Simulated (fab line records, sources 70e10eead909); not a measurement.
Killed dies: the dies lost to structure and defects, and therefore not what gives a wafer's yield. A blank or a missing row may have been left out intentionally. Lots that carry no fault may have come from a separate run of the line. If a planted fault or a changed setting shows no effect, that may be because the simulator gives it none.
Chamber matching | flow nand-harc | 3 sister chambers for NHARC_A_STAIRCASE_DEP_156 on pecvd-03
The step deposits SiNx, target thk 50 nm. 16 wafers are shown with their chamber, then 8 later ones without.

== WAFERS WITH THEIR CHAMBER ==
wafer  | chamber | rf-fwd-power-W (W) | heater-power-w (W) | susceptor-temp-C (C)
L075.1 | 0       | 445.7              | 799                | 400.14
L075.3 | 1       | 449.1              | 881                | 399.76
L075.4 | 0       | 445.1              | 798                | 399.79
L076.2 | 2       | 446.5              | 713                | 399.67
L076.4 | 1       | 450.9              | 839                | 399.87
L076.5 | 2       | 447.2              | 702                | 399.60
L077.1 | 2       | 447.5              | 712                | 399.99
L077.5 | 0       | 449.0              | 791                | 400.03
L077.6 | 1       | 448.9              | 801                | 400.12
L083.2 | 2       | 446.5              | 584                | 400.02
L083.3 | 0       | 447.5              | 709                | 399.80
L083.6 | 1       | 448.9              | 706                | 400.12
L087.3 | 0       | 445.4              | 771                | 400.18
L087.5 | 0       | 446.1              | 731                | 399.83
L087.6 | 2       | 447.3              | 637                | 399.60
L095.2 | 0       | 450.1              | 683                | 400.58

SIGNATURES, as means of the wafers listed above
reading          | chamber 0 | chamber 1 | chamber 2 | scatter within a chamber
rf-fwd-power-W   | 446.986   | 449.450   | 447.000   | 1.42
heater-power-w   | 754.57    | 806.75    | 669.60    | 57.6
susceptor-temp-C | 400.0500  | 399.9675  | 399.7760  | 0.242
Rule: a wafer's distance from a chamber is the root of the sum, over the readings, of the square of ((its reading less the chamber's mean) divided by the reading's scatter). The wafer belongs to the nearest chamber; if the next one is less than 2 further off, it can't be placed. The scatter: take each reading less its chamber's mean, square it, sum over the shown wafers, divide by the number of wafers less the number of chambers, and take the root.

== WAFERS WITHOUT THEIR CHAMBER ==
wafer  | rf-fwd-power-W (W) | heater-power-w (W) | susceptor-temp-C (C)
L095.3 | 448.5              | 759                | 399.88
L095.6 | 449.9              | 698                | 399.95
L094.4 | 448.6              | 809                | 400.01
L094.5 | 448.6              | 714                | 399.70
L094.6 | 449.9              | 752                | 399.70
L096.2 | 448.8              | 708                | 400.06
L096.5 | 448.3              | 682                | 400.17
L096.6 | 446.8              | 773                | 400.53

== WHICH CHAMBER EACH WENT THROUGH ==
wafer  | from the rows above          | in truth
L095.3 | can't be placed: 1 or 0 or 2 | 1
L095.6 | can't be placed: 1 or 2 or 0 | 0
L094.4 | can't be placed: 1 or 0      | 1
L094.5 | can't be placed: 2 or 0 or 1 | 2
L094.6 | can't be placed: 1 or 0 or 2 | 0
L096.2 | can't be placed: 0 or 1 or 2 | 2
L096.5 | can't be placed: 0 or 2 or 1 | 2
L096.6 | can't be placed: 0 or 1 or 2 | 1
Correct placement for 0 of the 8. Cannot be placed on the basis of these rows: 8; the candidates contain the true chamber in 8. Wrongly placed: 0.
